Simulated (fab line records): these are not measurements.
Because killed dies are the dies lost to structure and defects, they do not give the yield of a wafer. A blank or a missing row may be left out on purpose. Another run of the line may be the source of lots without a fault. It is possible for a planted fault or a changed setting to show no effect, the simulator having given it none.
Chamber matching || flow nand-harc || NHARC_A_CONTACT_DESCUM_47 on rie-diel-06: 4 sister chambers
The step chemistry O2, time 3 s. 18 wafers are shown with their chamber, then 9 later ones without.

## WAFERS PAIRED WITH THEIR CHAMBERS
{"wafer": "L074.1", "chamber": 0, "drypump-motor-current-A (A)": 5.40, "showerhead-plenum-p-Torr (Torr)": 1.77, "oes-product-au (a.u.)": 1.009}
{"wafer": "L074.2", "chamber": 3, "drypump-motor-current-A (A)": 5.75, "showerhead-plenum-p-Torr (Torr)": 2.00, "oes-product-au (a.u.)": 0.995}
{"wafer": "L074.3", "chamber": 2, "drypump-motor-current-A (A)": 6.05, "showerhead-plenum-p-Torr (Torr)": 1.83, "oes-product-au (a.u.)": 0.983}
{"wafer": "L074.4", "chamber": 1, "drypump-motor-current-A (A)": 6.05, "showerhead-plenum-p-Torr (Torr)": 1.91, "oes-product-au (a.u.)": 0.984}
{"wafer": "L074.5", "chamber": 1, "drypump-motor-current-A (A)": 6.07, "showerhead-plenum-p-Torr (Torr)": 1.91, "oes-product-au (a.u.)": 0.997}
{"wafer": "L074.6", "chamber": 0, "drypump-motor-current-A (A)": 5.41, "showerhead-plenum-p-Torr (Torr)": 1.77, "oes-product-au (a.u.)": 1.016}
{"wafer": "L076.1", "chamber": 2, "drypump-motor-current-A (A)": 6.06, "showerhead-plenum-p-Torr (Torr)": 1.83, "oes-product-au (a.u.)": 0.995}
{"wafer": "L076.2", "chamber": 1, "drypump-motor-current-A (A)": 6.09, "showerhead-plenum-p-Torr (Torr)": 1.91, "oes-product-au (a.u.)": 1.002}
{"wafer": "L076.4", "chamber": 3, "drypump-motor-current-A (A)": 5.79, "showerhead-plenum-p-Torr (Torr)": 2.00, "oes-product-au (a.u.)": 0.986}
{"wafer": "L081.2", "chamber": 3, "drypump-motor-current-A (A)": 5.73, "showerhead-plenum-p-Torr (Torr)": 1.99, "oes-product-au (a.u.)": 0.981}
{"wafer": "L081.3", "chamber": 2, "drypump-motor-current-A (A)": 6.07, "showerhead-plenum-p-Torr (Torr)": 1.82, "oes-product-au (a.u.)": 0.986}
{"wafer": "L081.5", "chamber": 0, "drypump-motor-current-A (A)": 5.42, "showerhead-plenum-p-Torr (Torr)": 1.76, "oes-product-au (a.u.)": 1.005}
{"wafer": "L089.2", "chamber": 2, "drypump-motor-current-A (A)": 6.07, "showerhead-plenum-p-Torr (Torr)": 1.82, "oes-product-au (a.u.)": 0.991}
{"wafer": "L089.3", "chamber": 1, "drypump-motor-current-A (A)": 6.08, "showerhead-plenum-p-Torr (Torr)": 1.90, "oes-product-au (a.u.)": 0.989}
{"wafer": "L089.6", "chamber": 1, "drypump-motor-current-A (A)": 6.07, "showerhead-plenum-p-Torr (Torr)": 1.90, "oes-product-au (a.u.)": 0.993}
{"wafer": "L094.1", "chamber": 0, "drypump-motor-current-A (A)": 5.39, "showerhead-plenum-p-Torr (Torr)": 2.07, "oes-product-au (a.u.)": 1.000}
{"wafer": "L094.4", "chamber": 1, "drypump-motor-current-A (A)": 6.07, "showerhead-plenum-p-Torr (Torr)": 1.89, "oes-product-au (a.u.)": 0.977}
{"wafer": "L094.6", "chamber": 3, "drypump-motor-current-A (A)": 5.73, "showerhead-plenum-p-Torr (Torr)": 1.99, "oes-product-au (a.u.)": 0.994}

SIGNATURES (means of the wafers above)
{"reading": "drypump-motor-current-A", "chamber 0": 5.4050, "chamber 1": 6.0717, "chamber 2": 6.0625, "chamber 3": 5.7500, "scatter within a chamber": 0.017}
{"reading": "showerhead-plenum-p-Torr", "chamber 0": 1.8425, "chamber 1": 1.9033, "chamber 2": 1.8250, "chamber 3": 1.9950, "scatter within a chamber": 0.0705}
{"reading": "oes-product-au", "chamber 0": 1.00750, "chamber 1": 0.99033, "chamber 2": 0.98875, "chamber 3": 0.98900, "scatter within a chamber": 0.00738}
Rule: a wafer lies at a distance from a chamber equal to the root of the sum of squares, over the readings, of (its reading less the chamber's mean, divided by the reading's scatter). The wafer belongs to the nearest chamber; if the next one is less than 2 further off, it can't be placed. The scatter: the root of (the sum of the squares of (reading less its chamber's mean) over the shown wafers, divided by (wafers less chambers)).

## WAFERS WHOSE CHAMBER IS MISSING
{"wafer": "L094.2", "drypump-motor-current-A (A)": 5.74, "showerhead-plenum-p-Torr (Torr)": 1.99, "oes-product-au (a.u.)": 0.982}
{"wafer": "L094.3", "drypump-motor-current-A (A)": 6.10, "showerhead-plenum-p-Torr (Torr)": 1.90, "oes-product-au (a.u.)": 0.988}
{"wafer": "L094.5", "drypump-motor-current-A (A)": 5.43, "showerhead-plenum-p-Torr (Torr)": 2.07, "oes-product-au (a.u.)": 1.006}
{"wafer": "L093.1", "drypump-motor-current-A (A)": 6.10, "showerhead-plenum-p-Torr (Torr)": 1.89, "oes-product-au (a.u.)": 0.989}
{"wafer": "L093.5", "drypump-motor-current-A (A)": 5.39, "showerhead-plenum-p-Torr (Torr)": 2.07, "oes-product-au (a.u.)": 0.999}
{"wafer": "L093.6", "drypump-motor-current-A (A)": 6.12, "showerhead-plenum-p-Torr (Torr)": 1.89, "oes-product-au (a.u.)": 0.987}
{"wafer": "L096.3", "drypump-motor-current-A (A)": 6.10, "showerhead-plenum-p-Torr (Torr)": 1.89, "oes-product-au (a.u.)": 0.998}
{"wafer": "L096.4", "drypump-motor-current-A (A)": 5.78, "showerhead-plenum-p-Torr (Torr)": 1.99, "oes-product-au (a.u.)": 0.991}
{"wafer": "L096.6", "drypump-motor-current-A (A)": 5.78, "showerhead-plenum-p-Torr (Torr)": 1.99, "oes-product-au (a.u.)": 0.992}

## WHICH CHAMBER EACH ONE RAN IN
{"wafer": "L094.2", "from the rows above": 3, "in truth": 3}
{"wafer": "L094.3", "from the rows above": "can't be placed: 1 or 2", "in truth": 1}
{"wafer": "L094.5", "from the rows above": 0, "in truth": 0}
{"wafer": "L093.1", "from the rows above": "can't be placed: 1 or 2", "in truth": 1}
{"wafer": "L093.5", "from the rows above": 0, "in truth": 0}
{"wafer": "L093.6", "from the rows above": "can't be placed: 1 or 2", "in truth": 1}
{"wafer": "L096.3", "from the rows above": "can't be placed: 1 or 2", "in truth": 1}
{"wafer": "L096.4", "from the rows above": 3, "in truth": 3}
{"wafer": "L096.6", "from the rows above": 3, "in truth": 3}
5 of 9 placed correctly. Cannot be placed on the basis of these rows: 4; the candidates contain the true chamber in 4. Placed wrongly: 0.
